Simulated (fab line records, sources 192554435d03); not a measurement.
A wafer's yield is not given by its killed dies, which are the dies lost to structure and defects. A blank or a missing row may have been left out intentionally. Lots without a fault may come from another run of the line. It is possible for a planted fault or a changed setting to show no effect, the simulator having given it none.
Problem report in the 8D (eight disciplines) form, filled by code | flow n5 finfet | the parts of the form that need people (team, actions taken, sign-off) are left out
Where a reading is given only as a bound, like >300, the bound stands for it, and a mean or a difference that rests on one is marked > or <: the true number lies beyond.

## 1. WHAT WENT WRONG
raw defect count at N5_BEOL_M15_INSPECT_12 reads a mean of >295 on 2 wafers of 1 lot; wafers without a fault read 2.1 with a standard deviation of 1.5. So: +99 or more standard deviations from the usual mean.
The step: inspects for defects (macro).
The first sign was on wafer L369.2 at day 15 08:14, on defect inspect-01. At this step, 30 wafers from 10 lots have a number in the record. Rule for "out", or "out of limits": more than 4 standard deviations from the usual mean. The rest of the wafers with a number are treated as sound.

## 2. WHAT IT IS AND WHAT IT IS NOT
question                    | is                | is not
which readings at this step | raw defect count  | -
which lots                  | L369              | L360, L363, L364, L374, L376, L378, L380, L381, L382
which wafers of those lots  | L369.2, L369.5    | L369.1
read on which gauges        | defect inspect-01 | defect inspect-02
when                        | from day 15 08:14 | up to then (10 sound wafers); but 18 sound wafers of L374, L376, L378, L380, L381, L382 came after

## 3. SUSPECTS, AND WHAT RULES EACH OUT
Counting: if a tool at a process step up to the reading ran every lot that is out, it stays a suspect. Sound lots after the first of them don't rule it out here, since some wafers of a struck lot are sound.
- ruled out: the gauge at N5_BEOL_M15_INSPECT_12. All the wafers that are out were read on defect inspect-01, but those of them that N5_PASSIVATION_PROBE_49 has rows for are out there too, on other tools.
- pvd sputter-01 at N5_BEOL_M14_PRE_CLEAN_42 (time 30 s): kept. It ran the lot that is out, L369 (day 15 06:12).
- pvd sputter-01 at N5_BEOL_M14_SPUTTER_45 (material Cu, target thk 100 nm, time 16.67 s): kept. It ran the lot that is out, L369 (day 15 06:24).
- pecvd-03 at N5_BEOL_M15_ILD_DEP_00 (deposits SiO2 from TEOS/O2, target thk 1629.3 nm, time 346.1 s): kept. It ran the lot that is out, L369 (day 15 07:29); its last sound lot up to then is L364 (day 14 01:38).
- The sound lot-mates ran in chamber 2 of pecvd-03 at N5_BEOL_M15_ILD_DEP_00, but the wafers that are out ran in chamber 0.
Left after counting: pvd sputter-01 at N5_BEOL_M14_PRE_CLEAN_42, pvd sputter-01 at N5_BEOL_M14_SPUTTER_45, pecvd-03 at N5_BEOL_M15_ILD_DEP_00.

## 4. THE CAUSE (what the simulator had put in)
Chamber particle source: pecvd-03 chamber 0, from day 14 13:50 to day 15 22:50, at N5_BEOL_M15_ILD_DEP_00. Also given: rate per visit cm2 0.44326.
After counting, 3 suspects remain, this tool included.

## 5. SEQUENCE OF EFFECTS, ordered by route
Each row: a reading where the mean over the struck wafers with a number is more than 3 standard deviations away from the usual. Scope: only readings with a usual standard deviation given in the record; hours: median across lots of the time from each lot's start at the first step in this table that gives one to its start at this step; sigmas: change in usual standard deviations.
hours | step                    | reading              | usual  | on struck wafers | change | sigmas
0     | N5_BEOL_M15_INSPECT_12  | raw defect count     | 2.1    | >295             | >+293  | +99 or more
22    | N5_PASSIVATION_PROBE_49 | defect limited yield | 91.0 % | 83.9             | -7.1   | -5.1
22    | N5_PASSIVATION_PROBE_49 | killed_at_M4_up      | 14     | 108              | +94    | +19
22    | N5_PASSIVATION_PROBE_49 | killed dies          | 106    | 190              | +84    | +4.9
22    | N5_PASSIVATION_PROBE_49 | sort_bin_5_function  | 5.2 %  | 11.1             | +5.9   | +6.1
22    | N5_PASSIVATION_PROBE_49 | sort_bin_8_speed     | 0.00 % | 0.04             | +0.04  | +3.3
22    | N5_PASSIVATION_PROBE_49 | sort n pass          | 1074   | 990              | -84    | -5.0
22    | N5_PASSIVATION_PROBE_49 | sort yield pct       | 91.0 % | 83.8             | -7.2   | -5.1
The process steps in it:
- N5_PASSIVATION_PROBE_49

## 6. HOW IT WOULD HAVE BEEN CAUGHT EARLIER
In this record the first reading out of limits at a measuring or inspecting step was taken at day 15 08:14, 18 hours after the fault began at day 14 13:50.
An alarm limit of 4 standard deviations would not have fired on the tool readings at N5_BEOL_M15_ILD_DEP_00 for which the record gives a usual standard deviation, since none of them was out on any struck wafer.
Lots out: 1; all had begun N5_BEOL_M15_ILD_DEP_00 on pecvd-03 by day 15 08:14. A hold on the tool at that time would have spared none of them.
